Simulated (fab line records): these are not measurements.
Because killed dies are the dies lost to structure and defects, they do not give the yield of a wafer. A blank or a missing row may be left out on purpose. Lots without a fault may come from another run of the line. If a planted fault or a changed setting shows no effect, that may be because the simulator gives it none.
Split-lot study || flow n5Finfet || 7 lots, 21 wafers read, on a route of 1938 steps

== ABOUT THE SPLIT ==
At N5_BEOL_M7_ILD_DEP_00 (deposits SiCOH lowk from DEMS/porogen, target thk 179.75 nm, time 33.4 s), the setting timeS was moved away from the recipe's 33.4 s on 3 of the 21 wafers read, by -11.7% to +10.0%. For the rest of the wafers, this setting stayed at what the recipe calls for.

== FROM THE SPLIT TO THE READING: what the file shows between them, 1 step ==
- N5_BEOL_M7_CURE_74: cures SiCOH lowk, time 240 s

== THE READING ==
At N5_BEOL_M7_THK_MEAS_01: M7_ILD_THK, given in nm. A value of 154.4 nm with a standard deviation of 2.1 nm is what fault-free wafers of this fab line usually give.

{"wafer": "L075.2", "tool, chamber at the split": "pecvd-04, 2", "timeS as run, s": 36.75, "against the recipe": "+10.0%", "M7_ILD_THK, nm": 173.6, "against lot-mates on the recipe": "+15.9"}
{"wafer": "L075.4", "tool, chamber at the split": "pecvd-04, 1", "timeS as run, s": 33.4, "against the recipe": "recipe", "M7_ILD_THK, nm": 157.7, "against lot-mates on the recipe": "-"}
{"wafer": "L075.6", "tool, chamber at the split": "pecvd-04, 2", "timeS as run, s": 36.75, "against the recipe": "+10.0%", "M7_ILD_THK, nm": 173.5, "against lot-mates on the recipe": "+15.8"}
{"wafer": "L078.2", "tool, chamber at the split": "pecvd-04, 1", "timeS as run, s": 33.4, "against the recipe": "recipe", "M7_ILD_THK, nm": 153.4, "against lot-mates on the recipe": "-"}
{"wafer": "L078.4", "tool, chamber at the split": "pecvd-04, 1", "timeS as run, s": 33.4, "against the recipe": "recipe", "M7_ILD_THK, nm": 155.4, "against lot-mates on the recipe": "-"}
{"wafer": "L078.6", "tool, chamber at the split": "pecvd-04, 2", "timeS as run, s": 33.4, "against the recipe": "recipe", "M7_ILD_THK, nm": 157.2, "against lot-mates on the recipe": "-"}
{"wafer": "L080.3", "tool, chamber at the split": "pecvd-04, 1", "timeS as run, s": 33.4, "against the recipe": "recipe", "M7_ILD_THK, nm": 154.1, "against lot-mates on the recipe": "-"}
{"wafer": "L080.4", "tool, chamber at the split": "pecvd-04, 0", "timeS as run, s": 33.4, "against the recipe": "recipe", "M7_ILD_THK, nm": 155.2, "against lot-mates on the recipe": "-"}
{"wafer": "L080.6", "tool, chamber at the split": "pecvd-04, 2", "timeS as run, s": 33.4, "against the recipe": "recipe", "M7_ILD_THK, nm": 157.6, "against lot-mates on the recipe": "-"}
{"wafer": "L076.3", "tool, chamber at the split": "pecvd-04, 1", "timeS as run, s": 29.48, "against the recipe": "-11.7%", "M7_ILD_THK, nm": 135.3, "against lot-mates on the recipe": -17.0}
{"wafer": "L076.4", "tool, chamber at the split": "pecvd-04, 0", "timeS as run, s": 33.4, "against the recipe": "recipe", "M7_ILD_THK, nm": 151.1, "against lot-mates on the recipe": "-"}
{"wafer": "L076.6", "tool, chamber at the split": "pecvd-04, 1", "timeS as run, s": 33.4, "against the recipe": "recipe", "M7_ILD_THK, nm": 153.6, "against lot-mates on the recipe": "-"}
{"wafer": "L090.2", "tool, chamber at the split": "pecvd-01, 0", "timeS as run, s": 33.4, "against the recipe": "recipe", "M7_ILD_THK, nm": 156.1, "against lot-mates on the recipe": "-"}
{"wafer": "L090.3", "tool, chamber at the split": "pecvd-01, 1", "timeS as run, s": 33.4, "against the recipe": "recipe", "M7_ILD_THK, nm": 150.7, "against lot-mates on the recipe": "-"}
{"wafer": "L090.6", "tool, chamber at the split": "pecvd-01, 2", "timeS as run, s": 33.4, "against the recipe": "recipe", "M7_ILD_THK, nm": 158.9, "against lot-mates on the recipe": "-"}
{"wafer": "L091.2", "tool, chamber at the split": "pecvd-01, 1", "timeS as run, s": 33.4, "against the recipe": "recipe", "M7_ILD_THK, nm": 150.9, "against lot-mates on the recipe": "-"}
{"wafer": "L091.3", "tool, chamber at the split": "pecvd-01, 2", "timeS as run, s": 33.4, "against the recipe": "recipe", "M7_ILD_THK, nm": 151.9, "against lot-mates on the recipe": "-"}
{"wafer": "L091.5", "tool, chamber at the split": "pecvd-01, 2", "timeS as run, s": 33.4, "against the recipe": "recipe", "M7_ILD_THK, nm": 154.1, "against lot-mates on the recipe": "-"}
{"wafer": "L088.2", "tool, chamber at the split": "pecvd-01, 0", "timeS as run, s": 33.4, "against the recipe": "recipe", "M7_ILD_THK, nm": 153.3, "against lot-mates on the recipe": "-"}
{"wafer": "L088.5", "tool, chamber at the split": "pecvd-01, 0", "timeS as run, s": 33.4, "against the recipe": "recipe", "M7_ILD_THK, nm": 155.4, "against lot-mates on the recipe": "-"}
{"wafer": "L088.6", "tool, chamber at the split": "pecvd-01, 2", "timeS as run, s": 33.4, "against the recipe": "recipe", "M7_ILD_THK, nm": 155.9, "against lot-mates on the recipe": "-"}

FIT RESULTS
A straight line over all 21 wafers: M7_ILD_THK changes by +1.79 nm for each +1% of timeS; r = +0.95; the points scatter about the line by 2.4 nm.
The same after taking each lot's own level away (the mean of its wafers on the recipe; 21 wafers): +1.53 nm for each +1%; r = +0.96; scatter 1.8 nm.
The reading moves by 18 nm for the largest change in timeS, on that fit.
Across the lots, their own levels run from 152.30 to 157.70 nm, a range of 2.6 times the standard deviation given above.
So the slope is not independent of the lot-to-lot level: the two fits are not the same.
Check: -18.5 nm against its lot-mates is what the line predicts for one of the wafers moved furthest among these (-11.7%) when that wafer is left out of the fit. Against them it came out at -17 nm.

== OTHER SPLITS APPLIED TO THESE WAFERS ==
These wafers also went through other splits before the reading. Each is held against what the fit with the lots' levels taken away leaves over:
{"other split on the same wafers": "N5_BEOL_M3_TRENCH_ETCH_37 timeS", "wafers away from the commonest value": 9, "r with M7_ILD_THK (lot level and that fit taken away)": "+0.02"}
{"other split on the same wafers": "N5_BEOL_M4_TRENCH_ETCH_37 timeS", "wafers away from the commonest value": 7, "r with M7_ILD_THK (lot level and that fit taken away)": "+0.29"}
{"other split on the same wafers": "N5_BEOL_M5_COAT_71 spinRpm", "wafers away from the commonest value": 4, "r with M7_ILD_THK (lot level and that fit taken away)": -0.27}
{"other split on the same wafers": "N5_BEOL_M5_TRENCH_ETCH_37 biasW", "wafers away from the commonest value": 9, "r with M7_ILD_THK (lot level and that fit taken away)": "+0.17"}
{"other split on the same wafers": "N5_BEOL_M5_ETCH_41 sourceW", "wafers away from the commonest value": 9, "r with M7_ILD_THK (lot level and that fit taken away)": -0.01}

== THE WHOLE CHAIN: every reading that the file lists as answering this split, in the file's order ==
{"step": "N5_BEOL_M7_ILD_DEP_00", "what it does": "deposits SiCOH lowk from DEMS/porogen, target thk 179.75 nm, time 33.4 s", "reading": "SiCOH_lowk_of_BEOL_M7_ILD_DEP_00.thkNm (the simulator's own value, which no gauge read)", "change (the file's fit)": "+1.74 nm for each +1% of the setting", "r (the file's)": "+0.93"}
{"step": "N5_BEOL_M7_CURE_74", "what it does": "cures SiCOH lowk, time 240 s", "reading": "SiCOH_lowk_of_BEOL_M7_ILD_DEP_00.thkNm (the simulator's own value, which no gauge read)", "change (the file's fit)": "+1.52 nm for each +1% of the setting", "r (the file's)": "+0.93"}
{"step": "N5_BEOL_M7_THK_MEAS_01", "what it does": "", "reading": "M7_ILD_THK", "change (the file's fit)": "+1.51 for each +1% of the setting", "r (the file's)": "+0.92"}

== FILE'S OWN FIT ==
M7_ILD_THK changes by +1.51 nm for each +1% of timeS, r = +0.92.
